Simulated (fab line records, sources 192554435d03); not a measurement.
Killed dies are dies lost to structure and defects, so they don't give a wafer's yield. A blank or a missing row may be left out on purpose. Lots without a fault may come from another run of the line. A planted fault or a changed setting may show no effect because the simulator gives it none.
Split-lot experiment | flow n5_finfet | 7 lots, 39 wafers read, on a route of 1938 steps

THE SPLIT
At N5_BEOL_M2_VIA_ETCH_34 (etches the open film in C4F6/O2, target depth 69.4 nm, time 65.9 s), the setting time_s was moved away from the recipe's 65.9 s on 12 of the 39 wafers read, by -47.7% to +45.3%. The other wafers ran this setting at the recipe's value.

The reading is taken at the split's own step.

THE READING
SOC_of_BEOL_M2_COAT_67.thk_nm (the simulator's own value, which no gauge read), in nm, at N5_BEOL_M2_VIA_ETCH_34 (etches the open film in C4F6/O2, target depth 69.4 nm, time 65.9 s). The file gives no usual value for it. The 27 wafers here that ran the recipe average 51.7 nm, standard deviation 0.28 nm.

wafer  | tool, chamber at the split | time_s as run, s | against the recipe | SOC_of_BEOL_M2_COAT_67.thk_nm, nm | against lot-mates on the recipe
L078.1 | rie_diel-05, 1             | 65.9             | recipe             | 51.8                              | -
L078.2 | rie_diel-05, 3             | 65.9             | recipe             | 51.4                              | -
L078.6 | rie_diel-05, 3             | 65.9             | recipe             | 51.4                              | -
L078.3 | rie_diel-05, 1             | 65.9             | recipe             | 51.8                              | -
L078.4 | rie_diel-05, 3             | 65.9             | recipe             | 51.4                              | -
L078.5 | rie_diel-05, 1             | 65.9             | recipe             | 51.6                              | -
L082.1 | rie_diel-06, 1             | 65.9             | recipe             | 52.2                              | -
L082.2 | rie_diel-06, 0             | 65.9             | recipe             | 52                                | -
L082.3 | rie_diel-06, 3             | 65.9             | recipe             | 52                                | -
L082.4 | rie_diel-06, 1             | 65.9             | recipe             | 52.2                              | -
L082.5 | rie_diel-06, 0             | 65.9             | recipe             | 51.8                              | -
L082.6 | rie_diel-06, 3             | 65.9             | recipe             | 51.8                              | -
L083.1 | rie_diel-03, 1             | 65.9             | recipe             | 51.4                              | -
L083.4 | rie_diel-03, 2             | 65.9             | recipe             | 51.8                              | -
L083.5 | rie_diel-03, 0             | 65.9             | recipe             | 51.4                              | -
L088.1 | rie_diel-05, 1             | 95.12            | +44.3%             | 48.2                              | -3.3
L088.2 | rie_diel-05, 2             | 95.12            | +44.3%             | 47.6                              | -3.9
L088.3 | rie_diel-05, 0             | 65.9             | recipe             | 51.6                              | -
L088.4 | rie_diel-05, 3             | 95.12            | +44.3%             | 48                                | -3.5
L088.5 | rie_diel-05, 2             | 65.9             | recipe             | 51.4                              | -
L088.6 | rie_diel-05, 3             | 65.9             | recipe             | 51.4                              | -
L093.1 | rie_diel-06, 1             | 34.44            | -47.7%             | 55.8                              | +3.9
L093.2 | rie_diel-06, 0             | 34.44            | -47.7%             | 55.8                              | +3.9
L093.3 | rie_diel-06, 2             | 34.44            | -47.7%             | 55.8                              | +3.9
L093.4 | rie_diel-06, 1             | 65.9             | recipe             | 52                                | -
L093.5 | rie_diel-06, 0             | 65.9             | recipe             | 51.6                              | -
L093.6 | rie_diel-06, 2             | 65.9             | recipe             | 52.2                              | -
L094.1 | rie_diel-06, 1             | 65.9             | recipe             | 52                                | -
L094.2 | rie_diel-06, 3             | 65.9             | recipe             | 51.8                              | -
L094.3 | rie_diel-06, 0             | 95.73            | +45.3%             | 48                                | -3.9
L094.4 | rie_diel-06, 2             | 95.73            | +45.3%             | 48.2                              | -3.7
L094.5 | rie_diel-06, 3             | 95.73            | +45.3%             | 48.2                              | -3.7
L094.6 | rie_diel-06, 2             | 65.9             | recipe             | 52                                | -
L096.1 | rie_diel-06, 2             | 65.9             | recipe             | 52                                | -
L096.2 | rie_diel-06, 1             | 86.32            | +31.0%             | 49.4                              | -2.3
L096.3 | rie_diel-06, 3             | 65.9             | recipe             | 51.4                              | -
L096.4 | rie_diel-06, 0             | 86.32            | +31.0%             | 49                                | -2.7
L096.5 | rie_diel-06, 0             | 86.32            | +31.0%             | 49.2                              | -2.5
L096.6 | rie_diel-06, 3             | 65.9             | recipe             | 51.8                              | -

THE FIT
A straight line over all 39 wafers: SOC_of_BEOL_M2_COAT_67.thk_nm changes by -0.0835 nm for each +1% of time_s; r = -0.99; the points scatter about the line by 0.26 nm.
The same after taking each lot's own level away (the mean of its wafers on the recipe; 39 wafers): -0.0815 nm for each +1%; r = -1.00; scatter 0.18 nm.
On that fit, the largest move of time_s shifts the reading by 3.9 nm.
The lots' own levels span 51.47 to 52.00 nm, that is 1.9 times the standard deviation above.
So the lot-to-lot level changes the slope little: the two slopes agree.
Check: with one of the wafers moved furthest among these (-47.7%) left out of the fit, the line predicts +3.89 nm for it against its lot-mates. It came out at +3.87 nm against them.

OTHER SPLITS ON THESE WAFERS
These wafers also went through other splits before the reading. Each is held against what the fit with the lots' levels taken away leaves over:
other split on the same wafers            | wafers away from the commonest value | r with SOC_of_BEOL_M2_COAT_67.thk_nm (lot level and that fit taken away)
N5_STI_FIN_REVEAL_ALD_00 target_thk_a     | 15                                   | -0.02
N5_SD_EPI_N_EPI_21 time_s                 | 12                                   | +0.02
N5_HKMG_FIN_ETCH_55 time_s                | 15                                   | -0.22
N5_MOL_CONTACT_COAG_ALD_27 time_s         | 18                                   | -0.09
N5_BEOL_M0_TRENCH_ETCH_107 target_depth_a | 15                                   | -0.16

THE WHOLE CHAIN: every reading that the file lists as answering this split, in the file's order
step                   | what it does                                                       | reading                                                                        | change (the file's fit)                | r (the file's)
N5_BEOL_M2_VIA_ETCH_34 | etches the open film in C4F6/O2, target depth 69.4 nm, time 65.9 s | etch.depth_nm (the simulator's own value, which no gauge read)                 | +0.697 nm for each +1% of the setting  | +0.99
N5_BEOL_M2_VIA_ETCH_34 | etches the open film in C4F6/O2, target depth 69.4 nm, time 65.9 s | SOC_of_BEOL_M2_COAT_67.thk_nm (the simulator's own value, which no gauge read) | -0.0816 nm for each +1% of the setting | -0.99

THE FILE'S OWN FIT
SOC_of_BEOL_M2_COAT_67.thk_nm changes by -0.0816 nm for each +1% of time_s, r = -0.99.
